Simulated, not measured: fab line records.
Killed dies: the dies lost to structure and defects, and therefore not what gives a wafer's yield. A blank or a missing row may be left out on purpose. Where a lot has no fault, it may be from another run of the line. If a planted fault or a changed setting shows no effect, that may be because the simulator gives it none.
fab line records ; flow n5Finfet
[record] lots = 6; wafers = 16; lastDay = 18
route steps=1938 shown BEOL_M3@960 BEOL_M4@1111 PASSIVATION@1936
lots that met no fault: from a run of the same line without faults
startH: the number of hours between the record's first day and the start of the first shown wafer of the lot ; waitH: hours elapsed since this lot's preceding step ; " as in the row above ; L1.1+2: several wafers, shown together as one row ; - no value, or no start given ; * or withheld: withheld ; < > ~ a bound
route shown NAME@n: a module of which the file shows steps, and the number in the route of the first ; usual: mean/standard deviation of fault-free wafers ; same: alike in all rows ; chamber/n: place in a boat ; sites: per-site readings ; _std_site: their standard deviation ; _edge_site: inner sites' mean taken away from outer sites' mean ; radiusMm: how far each site lies from the wafer's centre ; mask NAME#n: copy n ; behind: the last tool/chamber to shape the wafer ; hold: why the lot went on hold/how many hours it stayed there/how the hold came to an end ; device: the transistor (n, p or np) that didn't switch ; end of line: the tests these same wafers got at the end of their route ; a step given without rows: its recipe and nothing more ; killed: not the wafer's yield, but the dies lost to structure and defects at the first sort ; map: per-die view of a wafer (x killed, . not killed, _ where there is no die)
set.NAME: setting as actually run; set.NAME@STEP: the setting as run at that earlier step ; model.NAME: the simulator's own value behind a step, which no gauge read
lots at selected steps of the route; one table per step, one row per wafer
services: from which hour (startH, from the record's first day; less than 0 if before it) a tool's chamber was out of use, for how many hours, and why
[[steps]]
[step N5_BEOL_M3_COAT_22]
[recipe] resist = CAR-EUV; spinRpm = 1500; resistThkNm = 30
[step N5_BEOL_M3_EBR_24]
[recipe] solvent = PGMEA; ebrWidthMm = 1.5
[step N5_BEOL_M3_SOFTBAKE_23]
[recipe] tempC = 110; timeS = 60; resist = CAR-EUV
[step N5_BEOL_M3_EXPOSE_25]
[recipe] maskId = V2; na = 0.33; sourceShape = quasar; sigmaInner = 0.2; sigmaOuter = 0.8; polarization = unpolarized; defocusNm = 5; doseMj = 63
[step N5_BEOL_M3_PEB_26]
[recipe] pebTempC = 100; pebTimeS = 60; resist = CAR-EUV
[step N5_BEOL_M3_DEVELOP_27]
[recipe] developTimeS = 30; developer = TMAH; resist = CAR-EUV; rinseLiquid = surfactantRinse; dry = airSpin; devTempC = 23
[step N5_BEOL_M3_CD_MEAS_28]
[recipe] targetCdNm = 25.7; landingEnergyEv = 500; detector = seInlens; targetCdYNm = 23.3; polarity = opening
[usual] cdNm = 25.61/0.25
lot.wafer;tool;chamber;startH;waitH;cdNm
L969.1;cdSem-03;0;153.04;-;25.71
L969.3;cdSem-03;0;153.04;-;25.74
L969.4;cdSem-03;0;153.04;-;25.53
L970.1;cdSem-02;0;156.41;-;25.70
L970.2;cdSem-02;0;156.41;-;25.76
L970.3;cdSem-02;0;156.41;-;25.57
L978.2;cdSem-02;0;225.84;-;25.93
L978.4;cdSem-02;0;225.84;-;25.58
L980.1;cdSem-02;0;227.03;-;25.90
L980.4;cdSem-02;0;227.03;-;25.75
L987.2;cdSem-02;0;269.07;-;25.66
L987.4;cdSem-02;0;269.07;-;25.59
L987.5;cdSem-02;0;269.07;-;25.23
L991.3;cdSem-03;0;293.64;-;25.06
L991.4;cdSem-03;0;293.64;-;25.40
L991.6;cdSem-03;0;293.64;-;25.43
[step N5_BEOL_M3_OVL_MEAS_29]
[recipe] pointsPerWafer = 522
[usual] V2_OVL = -0.4/0.61
lot.wafer;tool;chamber;startH;waitH;V2_OVL[nm]
L969.1;overlay-01;0;153.07;0.0;-0.4
L969.3;overlay-01;0;153.07;0.0;0.2
L969.4;overlay-01;0;153.07;0.0;-0.8
L970.1;overlay-01;0;156.44;0.0;-1.0
L970.2;overlay-01;0;156.44;0.0;-0.2
L970.3;overlay-01;0;156.44;0.0;-0.4
L978.2;overlay-01;0;225.88;0.0;-0.7
L978.4;overlay-01;0;225.88;0.0;-0.8
L980.1;overlay-02;0;227.07;0.0;0.2
L980.4;overlay-02;0;227.07;0.0;-0.5
L987.2;overlay-01;0;269.11;0.0;-0.7
L987.4;overlay-01;0;269.11;0.0;-0.6
L987.5;overlay-01;0;269.11;0.0;-1.0
L991.3;overlay-01;0;293.68;0.0;-0.6
L991.4;overlay-01;0;293.68;0.0;-0.5
L991.6;overlay-01;0;293.68;0.0;-0.4
[step N5_BEOL_M3_INSPECT_30]
[recipe] mode = adi; inspectInstrument = brightfield
[usual] rawDefectCount = 417/91
lot.wafer;tool;chamber;startH;waitH;rawDefectCount
L969.1;defectInspect-02;-;153.13;0.1;271
L969.3;defectInspect-02;-;153.13;0.1;285
L969.4;defectInspect-02;-;153.13;0.1;391
L970.1;defectInspect-02;-;156.50;0.1;511
L970.2;defectInspect-02;-;156.50;0.1;650
L970.3;defectInspect-02;-;156.50;0.1;419
L978.2;defectInspect-02;-;225.93;0.0;412
L978.4;defectInspect-02;-;225.93;0.0;473
L980.1;defectInspect-02;-;227.12;0.1;266
L980.4;defectInspect-02;-;227.12;0.1;558
L987.2;defectInspect-02;-;269.16;0.0;301
L987.4;defectInspect-02;-;269.16;0.0;488
L987.5;defectInspect-02;-;269.16;0.0;329
L991.3;defectInspect-02;-;293.73;0.1;349
L991.4;defectInspect-02;-;293.73;0.1;439
L991.6;defectInspect-02;-;293.73;0.1;289
[step N5_BEOL_M3_DESCUM_33]
[recipe] chemistry = O2; timeS = 7; sourcePowerW = 50; biasPowerW = 20; pressureMtorr = 20; rfFrequencyHz = 2.712e+07; tempC = 40; resist = CAR-EUV; o2FlowSccm = 225
[usual] biasPowerW = 20.00/0.057; chamberPressureMTorr = 19.999/0.018; drypumpMotorCurrentA = 5.5/0.45; oesProductAu = 0.79/0.087; rfVppV = 242.6/1.3; showerheadPlenumPTorr = 2.06/0.065; throttleValvePct = 20.47/0.25
lot.wafer;tool;chamber;startH;waitH;biasPowerW;chamberPressureMTorr;drypumpMotorCurrentA;oesProductAu;rfHoursCounterH;rfVppV;showerheadPlenumPTorr;throttleValvePct
L969.1;rieDiel-03;3;153.16;0.0;20.01;20.004;5.7;0.77;143;241.3;2.00;20.74
L969.3;rieDiel-03;1;153.16;0.0;20.00;20.011;5.6;0.75;178;242.6;2.09;20.46
L969.4;rieDiel-03;2;153.16;0.0;19.95;20.015;5.2;0.73;164;243.3;2.18;20.65
L970.1;rieDiel-03;2;156.53;0.0;19.98;20.019;5.2;0.73;165;244.2;2.18;20.64
L970.2;rieDiel-03;3;156.53;0.0;20.10;20.000;5.7;0.76;144;242.4;2.00;20.74
L970.3;rieDiel-03;1;156.53;0.0;20.06;19.978;5.6;0.73;179;242.0;2.09;20.45
L978.2;rieDiel-03;3;225.96;0.0;19.98;20.002;5.6;0.75;169;242.0;1.99;20.76
L978.4;rieDiel-03;0;225.96;0.0;19.99;20.002;5.7;0.75;147;240.7;1.94;20.60
L980.1;rieDiel-04;2;227.22;0.1;20.02;19.990;4.9;0.88;46;241.9;2.05;20.24
L980.4;rieDiel-04;1;227.22;0.1;19.98;19.980;5.5;0.94;16;244.0;2.14;20.73
L987.2;rieDiel-04;2;269.34;0.2;20.06;20.005;4.9;0.86;59;242.0;2.04;20.29
L987.4;rieDiel-04;1;269.34;0.2;19.99;19.995;5.5;0.91;30;245.3;2.14;20.77
L987.5;rieDiel-04;0;269.34;0.2;19.96;20.023;6.0;0.76;-;242.6;1.99;20.41
L991.3;rieDiel-04;1;294.77;1.0;20.01;20.005;5.5;0.88;41;242.5;2.14;20.76
L991.4;rieDiel-04;3;294.77;1.0;20.09;19.960;4.9;0.69;231;242.9;2.05;20.47
L991.6;rieDiel-04;3;294.77;1.0;19.98;19.999;4.9;0.69;-;243.2;2.05;20.47
[step N5_BEOL_M3_ETCH_77]
[recipe] chemistry = N2/H2; target = underlayer; targetDepthA = 65; maskMaterial = CAR-EUV; timeS = 5.2; ionEnergyEv = 200; pressureMtorr = 30; sourceW = 840; biasW = 150; n2FlowSccm = 200; h2FlowSccm = 200; ends = cleared
[usual] chamberPressureMTorr = 30.00/0.039; drypumpMotorCurrentA = 5.5/0.45; etchRfOnTimeS = 5.23/0.12; oesProductAu = 0.67/0.073; rfVppV = 523.0/2.5; showerheadPlenumPTorr = 2.51/0.076; throttleValvePct = 17.93/0.23
lot.wafer;tool;chamber;startH;waitH;chamberPressureMTorr;drypumpMotorCurrentA;etchRfOnTimeS;oesProductAu;rfHoursCounterH;rfVppV;showerheadPlenumPTorr;throttleValvePct
L969.1;rieDiel-03;3;153.20;0.0;30.08;5.7;5.37;0.63;143;521.1;2.44;18.16
L969.3;rieDiel-03;1;153.20;0.0;30.00;5.6;5.22;0.63;178;523.3;2.54;17.88
L969.4;rieDiel-03;2;153.20;0.0;30.04;5.2;5.27;0.63;164;528.4;2.65;18.07
L970.1;rieDiel-03;2;156.57;0.0;30.00;5.2;5.32;0.62;165;527.5;2.65;18.08
L970.2;rieDiel-03;3;156.57;0.0;29.95;5.7;5.38;0.64;144;523.3;2.44;18.18
L970.3;rieDiel-03;1;156.57;0.0;30.02;5.6;5.21;0.62;179;525.8;2.54;17.88
L978.2;rieDiel-03;3;226.00;0.0;29.99;5.7;5.35;0.62;169;520.8;2.43;18.19
L978.4;rieDiel-03;0;226.00;0.0;29.89;5.7;5.35;0.63;147;518.2;2.35;18.08
L980.1;rieDiel-04;2;227.25;0.0;30.02;4.9;5.29;0.72;46;522.4;2.49;17.65
L980.4;rieDiel-04;1;227.25;0.0;30.10;5.5;4.95;0.82;16;524.5;2.59;18.12
L987.2;rieDiel-04;2;269.38;0.0;30.01;4.8;5.42;0.71;59;521.7;2.48;17.67
L987.4;rieDiel-04;1;269.38;0.0;29.96;5.6;5.13;0.78;30;525.5;2.58;18.15
L987.5;rieDiel-04;0;269.38;0.0;30.04;6.0;5.18;0.66;-;520.4;2.45;18.01
L991.3;rieDiel-04;1;294.81;0.0;30.04;5.5;5.14;0.77;41;525.1;2.58;18.17
L991.4;rieDiel-04;3;294.81;0.0;30.01;4.9;5.09;0.59;231;524.5;2.51;18.01
L991.6;rieDiel-04;3;294.81;0.0;29.96;5.0;5.06;0.59;-;523.5;2.51;18.01
[step N5_BEOL_M3_ETCH_69]
[recipe] chemistry = CF4; target = SiARC; targetDepthA = 156; maskMaterial = CAR-EUV; timeS = 26; ionEnergyEv = 80; pressureMtorr = 40; sourceW = 545; biasW = 36; Ar_flow_sccm = 100; cf4FlowSccm = 100; ends = cleared
[usual] chamberPressureMTorr = 40.00/0.04; drypumpMotorCurrentA = 5.5/0.44; etchRfOnTimeS = 26.1/0.58; oesProductAu = 0.67/0.074; rfVppV = 183.8/1.1; showerheadPlenumPTorr = 2.11/0.063; throttleValvePct = 15.67/0.25
lot.wafer;tool;chamber;startH;waitH;chamberPressureMTorr;drypumpMotorCurrentA;etchRfOnTimeS;oesProductAu;rfHoursCounterH;rfVppV;showerheadPlenumPTorr;throttleValvePct
L969.1;rieDiel-03;3;153.21;0.0;39.97;5.7;26.4;0.65;143;183.4;2.06;16.00
L969.3;rieDiel-03;1;153.21;0.0;40.06;5.6;26.1;0.63;178;185.4;2.12;15.49
L969.4;rieDiel-03;2;153.21;0.0;40.02;5.2;26.4;0.63;164;184.9;2.23;15.84
L970.1;rieDiel-03;2;156.58;0.0;40.02;5.2;26.4;0.62;165;185.1;2.23;15.84
L970.2;rieDiel-03;3;156.58;0.0;40.00;5.7;26.7;0.64;144;183.4;2.06;16.00
L970.3;rieDiel-03;1;156.58;0.0;40.02;5.6;26.5;0.61;179;184.3;2.12;15.50
L978.2;rieDiel-03;3;226.02;0.0;40.01;5.7;26.4;0.63;169;183.8;2.05;16.05
L978.4;rieDiel-03;0;226.02;0.0;40.05;5.7;26.5;0.63;147;181.9;1.98;15.68
L980.1;rieDiel-04;2;227.27;0.0;40.03;4.8;26.1;0.74;46;184.8;2.09;15.35
L980.4;rieDiel-04;1;227.27;0.0;40.02;5.5;25.3;0.81;16;184.9;2.19;15.81
L987.2;rieDiel-04;2;269.39;0.0;39.98;4.9;26.3;0.72;59;184.3;2.09;15.38
L987.4;rieDiel-04;1;269.39;0.0;40.05;5.5;25.2;0.79;30;185.5;2.19;15.82
L987.5;rieDiel-04;0;269.39;0.0;40.05;6.0;25.9;0.67;-;183.6;2.06;15.71
L991.3;rieDiel-04;1;294.82;0.0;40.02;5.5;25.7;0.76;41;184.9;2.18;15.84
L991.4;rieDiel-04;3;294.82;0.0;40.00;4.9;25.2;0.61;231;183.7;2.12;15.90
L991.6;rieDiel-04;3;294.82;0.0;40.03;4.9;25.5;0.60;-;184.0;2.12;15.90
[step N5_BEOL_M3_ALD_98]
[recipe] material = SiO2; targetThkA = 25; tempC = 100; aldPrecursorFamily = BDEAS; aldCoReactant = O2-plasma; pulseTimeS = 1; coReactantPulseTimeS = 1; purgeTimeS = 2; coReactantPurgeTimeS = 2; aldCycles = 17; pressureTorr = 2
[usual] aldCycles = 17/0; heaterPowerW = 80/6.6; precursorPulseHeightRel = 1.000/0.019
lot.wafer;tool;chamber;startH;waitH;aldCycles;heaterPowerW;precursorPulseHeightRel;model.SiO2_of_BEOL_M3_ALD_98.thkNm
L969.1;aldSin-02;3;153.30;0.1;17;81;1.035;2.4
L969.3;aldSin-02;1;153.30;0.1;17;81;1.015;2.6
L969.4;aldSin-02;0;153.30;0.1;17;92;0.979;2.6
L970.1;aldSin-03;0;156.67;0.1;17;71;0.997;2.4
L970.2;aldSin-03;3;156.67;0.1;17;78;1.013;2.4
L970.3;aldSin-03;2;156.67;0.1;17;75;1.032;2.4
L978.2;aldSin-03;0;226.10;0.1;17;71;1.011;2.4
L978.4;aldSin-03;1;226.10;0.1;13;87;0.990;2
L980.1;aldSin-03;1;227.89;0.6;17;86;0.983;2.4
L980.4;aldSin-03;1;227.89;0.6;13;88;0.992;2
L987.2;aldSin-02;0;269.59;0.2;17;95;0.988;2.4
L987.4;aldSin-02;3;269.59;0.2;17;81;0.992;2.6
L987.5;aldSin-02;0;269.59;0.2;17;92;1.019;2.6
L991.3;aldSin-02;1;295.06;0.2;17;79;1.015;2.6
L991.4;aldSin-02;0;295.06;0.2;17;94;1.036;2.4
L991.6;aldSin-02;0;295.06;0.2;17;94;1.009;2.4
[step N5_BEOL_M3_ETCHBACK_99]
[recipe] chemistry = CHF3; target = SiO2; targetDepthA = 50; timeS = 10.4; sourceW = 215; biasW = 47; Ar_flow_sccm = 200; CHF3_flow_sccm = 12; ionEnergyEv = 100; pressureMtorr = 30
[usual] chamberPressureMTorr = 29.998/0.028; drypumpMotorCurrentA = 5.6/0.42; oesProductAu = 0.77/0.086; rfVppV = 240/4.1; showerheadPlenumPTorr = 2.11/0.073; throttleValvePct = 17.13/0.23
lot.wafer;tool;chamber;startH;waitH;chamberPressureMTorr;drypumpMotorCurrentA;oesProductAu;rfHoursCounterH;rfVppV;showerheadPlenumPTorr;throttleValvePct
L969.1;rieDiel-04;1;153.97;0.6;29.983;5.5;0.67;257;240;2.19;17.62
L969.3;rieDiel-04;0;153.97;0.6;30.043;6.0;0.81;114;249;2.07;17.04
L969.4;rieDiel-04;0;153.97;0.6;29.983;6.0;0.81;-;248;2.07;17.03
L970.1;rieDiel-04;2;158.92;2.2;29.966;4.8;0.91;26;234;2.12;16.87
L970.2;rieDiel-04;0;158.92;2.2;29.973;6.0;0.81;117;247;2.07;17.05
L970.3;rieDiel-04;3;158.92;2.2;30.016;4.9;0.72;188;237;2.14;17.22
L978.2;rieDiel-06;0;228.10;2.0;29.981;6.4;0.78;93;243;2.17;16.82
L978.4;rieDiel-06;2;228.10;2.0;29.990;5.7;0.69;215;240;2.14;17.16
L980.1;rieDiel-06;2;228.72;0.8;29.998;5.6;0.68;215;241;2.14;17.19
L980.4;rieDiel-06;1;228.72;0.8;30.029;5.8;0.75;170;238;2.07;17.40
L987.2;rieDiel-03;2;274.08;4.5;29.981;5.2;0.70;204;242;2.22;17.32
L987.4;rieDiel-03;0;274.08;4.5;29.915;5.7;0.73;163;239;1.98;17.19
L987.5;rieDiel-03;3;274.08;4.5;29.989;5.7;0.74;-;238;2.04;17.41
L991.3;rieDiel-03;3;297.57;2.5;29.964;5.7;0.72;194;237;2.03;17.42
L991.4;rieDiel-03;2;297.57;2.5;29.951;5.1;0.70;214;241;2.22;17.35
L991.6;rieDiel-03;1;297.57;2.5;30.000;5.6;0.69;-;247;2.10;16.99
[step N5_BEOL_M4_RC_MEAS_101]
[usual] DIBL_N = 35.9/1.7; DIBL_P = 35.8/2.2; IOFF_N = 0.15/0.03; IOFF_P = 0.21/0.036; ION_N = 674/12; ION_P = 463/7.2; SS_N = 71.3/0.59; SS_P = 73.1/0.69; VT_N = 250/3; VT_P = -251/3.2
lot.wafer;tool;chamber;startH;waitH;DIBL_N[mV/V];DIBL_P[mV/V];IOFF_N[nA/um];IOFF_P[nA/um];ION_N[uA/um];ION_P[uA/um];SS_N[mV/dec];SS_P[mV/dec];VT_N[mV];VT_P[mV]
L969.1;prober-01;0;175.30;0.0;36.5;34.7;0.15;0.19;667;457;70.6;72.4;249;-249
L969.3;prober-01;0;175.30;0.0;37.5;36.7;0.18;0.22;692;471;70.7;73.5;243;-252
L969.4;prober-01;0;175.30;0.0;36.2;34.7;0.15;0.18;676;464;70.9;72.9;246;-253
L970.1;prober-01;0;177.11;0.1;36.4;35.7;0.16;0.24;672;464;71.5;73.7;248;-248
L970.2;prober-01;0;177.11;0.1;33.9;34.0;0.12;0.22;654;457;71.9;72.8;251;-249
L970.3;prober-01;0;177.11;0.1;37.6;37.5;0.18;0.27;678;473;72.1;74.2;250;-247
L978.2;prober-02;0;240.37;0.2;35.1;35.9;0.12;0.18;649;455;70.6;72.9;255;-253
L978.4;prober-02;0;240.37;0.2;37.8;38.1;0.17;0.20;678;462;71.1;73.8;250;-251
L980.1;prober-02;0;246.03;0.0;35.2;35.1;0.14;0.21;665;466;70.7;72.5;251;-251
L980.4;prober-02;0;246.03;0.0;37.7;38.6;0.19;0.29;691;478;71.8;73.7;245;-244
L987.2;prober-01;0;292.35;0.2;34.4;33.1;0.14;0.18;676;460;70.5;72.7;254;-252
L987.4;prober-01;0;292.35;0.2;34.6;34.8;0.14;0.22;668;462;70.9;73.2;253;-246
L987.5;prober-01;0;292.35;0.2;35.0;36.0;0.15;0.23;662;458;70.9;73.6;250;-247
L991.3;prober-02;0;315.68;0.3;34.9;34.7;0.12;0.16;678;454;70.8;72.5;255;-255
L991.4;prober-02;0;315.68;0.3;38.3;39.3;0.18;0.22;681;469;72.2;73.7;249;-251
L991.6;prober-02;0;315.68;0.3;37.3;36.8;0.15;0.19;678;460;71.2;73.5;252;-253
[step N5_PASSIVATION_PROBE_49]
[usual] defectLimitedYield = 91.0/1.5; killed_at_M0_to_M3 = 35/12; killed_at_M4_up = 15/5.8; killedAtContacts = 14/7.2; killedAtFrontEnd = 40/10; killedAtOther = 3/3; killedDies = 106/18; killedOnRim = 14/4; killedOpen = 68/14; killedShort = 35/7.2; sort_bin_5_function = 5.2/0.96; sort_bin_6_memory = 3.3/0.69; sortNPass = 1074/18; sortYieldPct = 91.0/1.5
[same] grossDies = 1180; killedAtBackSide = 0; sort_bin_4_leakage[%] = 0; sort_bin_8_speed[%] = 0
lot.wafer;tool;chamber;startH;waitH;defectLimitedYield[%];killed_at_M0_to_M3;killed_at_M4_up;killedAtContacts;killedAtFrontEnd;killedAtOther;killedDies;killedOnRim;killedOpen;killedShort;sort_bin_5_function[%];sort_bin_6_memory[%];sortNPass;sortYieldPct[%]
L970.1;prober-01;-;280.32;0.0;92.3;28;14;6;38;5;91;15;63;27;4.9;2.5;1089;92.3
L970.2;prober-01;-;280.37;0.1;92.0;22;12;11;47;2;94;12;50;35;4.3;2.9;1086;92.0
L970.3;prober-01;-;280.42;0.1;90.6;50;11;5;43;2;111;15;71;40;6.2;2.7;1069;90.6
L978.2;prober-02;-;336.29;0.1;91.9;18;12;14;52;0;96;8;52;34;4.7;2.7;1084;91.9
L978.4;prober-02;-;336.39;0.2;93.5;24;11;9;26;7;77;8;50;25;3.7;2.4;1103;93.5
L980.1;prober-02;-;346.35;0.8;91.8;30;22;16;26;3;97;9;57;36;4.3;3.4;1083;91.8
L980.4;prober-02;-;346.50;1.0;92.2;26;12;12;38;4;92;5;55;35;4.0;3.2;1088;92.2
L987.2;prober-02;-;385.80;0.1;90.0;29;21;15;52;1;118;12;73;44;6.1;3.7;1062;90.0
L987.4;prober-02;-;385.90;0.2;90.9;33;14;14;44;2;107;14;72;30;5.7;3.0;1073;90.9
L987.5;prober-02;-;385.95;0.2;90.3;18;23;19;52;2;114;19;71;32;5.8;3.3;1066;90.3
// killed by level:class
L970.1 STI_FIN_REVEAL:geometricParticle:open=16 BEOL_M0_SAQP:geometricParticle:open=12 FIN_SAQP:geometricParticle:open=9 BEOL_M4:geometricParticle:open=7 FIN_SAQP:geometricParticle:short=6 BEOL_M0_SAQP:geometricParticle:short=6 MOL_CONTACT_COAG:geometricParticle:open=4 BEOL_M2:geometricParticle:open=4
L970.2 FIN_SAQP:geometricParticle:short=14 MOL_CONTACT_COAG:geometricParticle:open=8 FIN_SAQP:geometricParticle:open=6 BEOL_M0_SAQP:geometricParticle:open=6 BEOL_M0_SAQP:geometricParticle:short=5 BEOL_M1:geometricParticle:open=5 HKMG_FIN:areaEtch=5 STI_FIN_REVEAL:geometricParticle:open=4
L970.3 BEOL_M1:geometricParticle:open=14 FIN_SAQP:geometricParticle:short=12 BEOL_M0_SAQP:geometricParticle:open=10 BEOL_M0_SAQP:geometricParticle:short=8 STI_FIN_REVEAL:geometricParticle:open=6 BEOL_M3:geometricParticle:open=6 BEOL_M0:geometricParticle:open=5 FIN_SAQP:geometricParticle:open=4
L978.2 FIN_SAQP:geometricParticle:short=15 MOL_CONTACT_COAG:geometricParticle:open=12 FIN_SAQP:geometricParticle:open=8 HKMG_FIN:areaEtch=7 ILD0:geometricParticle:short=5 BEOL_M1:geometricParticle:open=4 STARTING-WAFER:geometricParticle:open=4 STI_FIN_REVEAL:geometricParticle:open=3
L978.4 STI_FIN_REVEAL:geometricParticle:open=7 FIN_SAQP:geometricParticle:open=6 MOL_CONTACT_COAG:geometricParticle:open=5 BEOL_M0:geometricParticle:open=4 MOL_CONTACT_COAG:geometricParticle:short=3 BEOL_M0_SAQP:geometricParticle:short=3 BEOL_M1:geometricParticle:open=3 BEOL_M3:geometricParticle:open=3
L980.1 MOL_CONTACT_COAG:geometricParticle:open=11 BEOL_M4:geometricParticle:open=11 BEOL_M0_SAQP:geometricParticle:short=8 BEOL_M1:geometricParticle:open=8 FIN_SAQP:geometricParticle:open=5 MOL_CONTACT_COAG:geometricParticle:short=5 BEOL_M1:geometricParticle:short=5 STI_FIN_REVEAL:geometricParticle:open=3
L980.4 FIN_SAQP:geometricParticle:short=14 FIN_SAQP:geometricParticle:open=10 MOL_CONTACT_COAG:geometricParticle:open=10 BEOL_M0_SAQP:geometricParticle:open=9 BEOL_M0_SAQP:geometricParticle:short=6 BEOL_M2:geometricParticle:open=5 BEOL_M4:geometricParticle:open=5 BEOL_M3:geometricParticle:open=4
L987.2 FIN_SAQP:geometricParticle:open=15 MOL_CONTACT_COAG:geometricParticle:open=12 FIN_SAQP:geometricParticle:short=11 BEOL_M0_SAQP:geometricParticle:short=10 BEOL_M4:geometricParticle:open=8 BEOL_M2:geometricParticle:open=7 GATE_CUT:geometricParticle:short=6 STARTING-WAFER:geometricParticle:short=6
L987.4 FIN_SAQP:geometricParticle:open=15 MOL_CONTACT_COAG:geometricParticle:open=13 FIN_SAQP:geometricParticle:short=11 BEOL_M0_SAQP:geometricParticle:open=10 BEOL_M0_SAQP:geometricParticle:short=9 BEOL_M4:geometricParticle:open=5 BEOL_M2:geometricParticle:open=4 STI_FIN_REVEAL:geometricParticle:open=4
L987.5 MOL_CONTACT_COAG:geometricParticle:open=14 FIN_SAQP:geometricParticle:open=11 FIN_SAQP:geometricParticle:short=9 STI_FIN_REVEAL:geometricParticle:open=9 BEOL_M0_SAQP:geometricParticle:open=7 BEOL_M4:geometricParticle:open=7 BEOL_M5:geometricParticle:open=6 HKMG_FIN:areaEtch=6
[[services]]
tool;chamber;startH;hours;kind
rieDiel-04;3;133.22;25.4;repair
rieDiel-04;-;156.34;0.4;repair
rieDiel-04;1;158.58;-;clean
rieDiel-04;1;158.58;-;consumableReplace:focusRing
rieDiel-04;1;158.58;11.0;scheduledDown
rieDiel-04;1;158.58;11.0;ventCycle
rieDiel-03;0;159.43;22.4;repair
rieDiel-06;-;162.87;1.0;repair
rieDiel-06;1;168.49;4.1;repair
aldSin-03;2;175.94;10.6;repair
aldSin-03;-;176.75;14.0;pm
aldSin-03;0;176.75;14.0;ventCycle
aldSin-03;1;176.75;14.0;ventCycle
aldSin-03;3;176.75;14.0;ventCycle
rieDiel-03;0;188.15;20.7;repair
aldSin-03;0;190.75;-;clean
aldSin-03;1;190.75;-;clean
aldSin-03;-;204.91;6.1;pm
aldSin-02;-;210.48;4.3;pm
aldSin-03;3;227.45;4.1;repair
aldSin-03;2;252.60;16.4;repair
rieDiel-06;3;270.89;5.3;repair
rieDiel-06;2;275.62;3.6;repair
aldSin-03;1;279.41;9.9;repair
[[key]]
[firstSign] step = N5_BEOL_M3_ALD_98; reading = aldCycles; direction = down; sigmas = 99+; usual = *; struck = *
effect none on later readings
[modelEffect] step = N5_BEOL_M3_ALD_98; value = SiO2_of_BEOL_M3_ALD_98.thkNm; without = 2.5; struck = 2
metAt N5_BEOL_M3_ALD_98
struckWafers L978.4,L980.4
onsetBetween 156.67 226.10
[fault] kind = processParameterDrift; tool = aldSin-03; chamber = -; onsetH = 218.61; steps = N5_BEOL_M3_ALD_98; channel = aldCycles; offset = *; shape = step; endH = 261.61; scope = struckWafersOnly; actsIn = *; stated = *
